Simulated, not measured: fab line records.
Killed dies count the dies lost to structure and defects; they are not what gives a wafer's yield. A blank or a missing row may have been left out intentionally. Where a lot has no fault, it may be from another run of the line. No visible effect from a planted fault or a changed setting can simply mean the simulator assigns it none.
Chamber matching | flow nand_harc | NHARC_P_M2_ETCH_35 on rie_diel-13 has 4 sister chambers
The step etches the open film in N2/H2, target depth 40 nm, overetch 12 nm, time 43.94 s. 16 wafers are shown with their chamber, then 8 later ones without.

== WAFERS, EACH WITH ITS CHAMBER ==
wafer  | chamber | showerhead_plenum_p_Torr (Torr) | drypump_motor_current_A (A) | rf_vpp_V (V)
L075.1 | 2       | 2.20                            | 5.4                         | 433.6
L075.2 | 1       | 2.03                            | 5.8                         | 430.1
L075.5 | 2       | 2.20                            | 5.4                         | 434.5
L079.2 | 0       | 2.09                            | 5.2                         | 430.8
L079.3 | 1       | 2.03                            | 5.8                         | 431.1
L079.6 | 2       | 2.20                            | 5.4                         | 434.8
L081.1 | 0       | 2.09                            | 5.3                         | 433.9
L081.3 | 3       | 1.94                            | 6.5                         | 427.1
L081.5 | 1       | 2.03                            | 5.7                         | 431.2
L085.2 | 0       | 2.09                            | 5.3                         | 432.1
L085.3 | 3       | 1.94                            | 6.5                         | 426.6
L085.5 | 3       | 1.94                            | 6.5                         | 425.9
L090.3 | 1       | 2.02                            | 5.8                         | 430.1
L090.4 | 3       | 1.94                            | 6.5                         | 428.7
L090.5 | 2       | 2.20                            | 5.4                         | 434.6
L094.2 | 2       | 2.19                            | 5.4                         | 434.7

SIGNATURES, as means of the wafers listed above
reading                  | chamber 0 | chamber 1 | chamber 2 | chamber 3 | scatter within a chamber
showerhead_plenum_p_Torr | 2.0900    | 2.0275    | 2.1980    | 1.9400    | 0.00359
drypump_motor_current_A  | 5.267     | 5.775     | 5.400     | 6.500     | 0.0344
rf_vpp_V                 | 432.267   | 430.625   | 434.440   | 427.075   | 0.963
Rule: distance of a wafer from a chamber = root of the sum over the readings of ((wafer's reading minus chamber's mean) / reading's scatter) squared. The wafer belongs to the nearest chamber; if the next one is less than 2 further off, it can't be placed. The scatter is the square root of a quotient: the sum, over the shown wafers, of each reading's squared deviation from its chamber's mean, divided by wafers minus chambers.

== WAFERS WHOSE CHAMBER IS MISSING ==
wafer  | showerhead_plenum_p_Torr (Torr) | drypump_motor_current_A (A) | rf_vpp_V (V)
L094.3 | 2.09                            | 5.3                         | 432.1
L094.5 | 2.09                            | 5.3                         | 431.0
L095.3 | 2.02                            | 5.8                         | 430.7
L095.4 | 2.20                            | 5.4                         | 433.7
L095.5 | 1.94                            | 6.4                         | 427.4
L097.2 | 1.94                            | 6.5                         | 427.9
L097.4 | 2.02                            | 5.8                         | 430.6
L097.6 | 1.94                            | 6.4                         | 427.4

== WHICH CHAMBER EACH ONE RAN IN ==
wafer  | from the rows above | in truth
L094.3 | 0                   | 0
L094.5 | 0                   | 0
L095.3 | 1                   | 1
L095.4 | 2                   | 2
L095.5 | 3                   | 3
L097.2 | 3                   | 3
L097.4 | 1                   | 1
L097.6 | 3                   | 3
Correct placement for 8 of the 8. From these rows, 0 cannot be placed. Number placed wrongly: 0.
